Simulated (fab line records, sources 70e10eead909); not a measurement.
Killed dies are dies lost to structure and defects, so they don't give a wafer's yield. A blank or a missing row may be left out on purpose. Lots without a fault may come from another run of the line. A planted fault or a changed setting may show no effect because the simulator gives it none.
Chamber matching | flow nand_harc | NHARC_A_ONON_D2_DEP_33 on pecvd-01: 3 sister chambers
The step deposits SiO2, target thk 200 nm. 3 wafers are shown with their chamber, then 7 later ones without.

WAFERS WITH THEIR CHAMBER
wafer  | chamber | throttle_valve_pct (%)
L834.5 | 2       | 15.4
L836.2 | 1       | 16.1
L836.4 | 0       | 16.5

WAFERS WITHOUT THEIR CHAMBER
wafer  | throttle_valve_pct (%)
L836.5 | 16.2
L839.2 | 15.4
L839.3 | 16.2
L839.6 | 16.4
L840.1 | 16.1
L840.5 | 15.7
L840.6 | 16.3

WHICH CHAMBER EACH WENT THROUGH
wafer  | from the rows above     | in truth
L836.5 | can't be placed: 1 or 0 | 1
L839.2 | 2                       | 2
L839.3 | can't be placed: 1 or 0 | 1
L839.6 | can't be placed: 0 or 1 | 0
L840.1 | 1                       | 1
L840.5 | can't be placed: 2 or 1 | 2
L840.6 | can't be placed: 0 or 1 | 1
Placed correctly: 2 of 7. Can't be placed from these rows: 5 (the true chamber is among the candidates in 5). Placed wrongly: 0.
How it was worked out, from the rows above alone: a wafer's distance from a chamber is the root of the sum, over the readings, of the square of ((its reading less the chamber's mean) divided by the reading's scatter). The wafer belongs to the nearest chamber; if the next one is less than 2 further off, it can't be placed. A chamber's mean is the mean of its shown wafers. The scatter: with one shown wafer a chamber, the root of the mean of the squares of how far each hidden wafer lies from its nearest shown one.
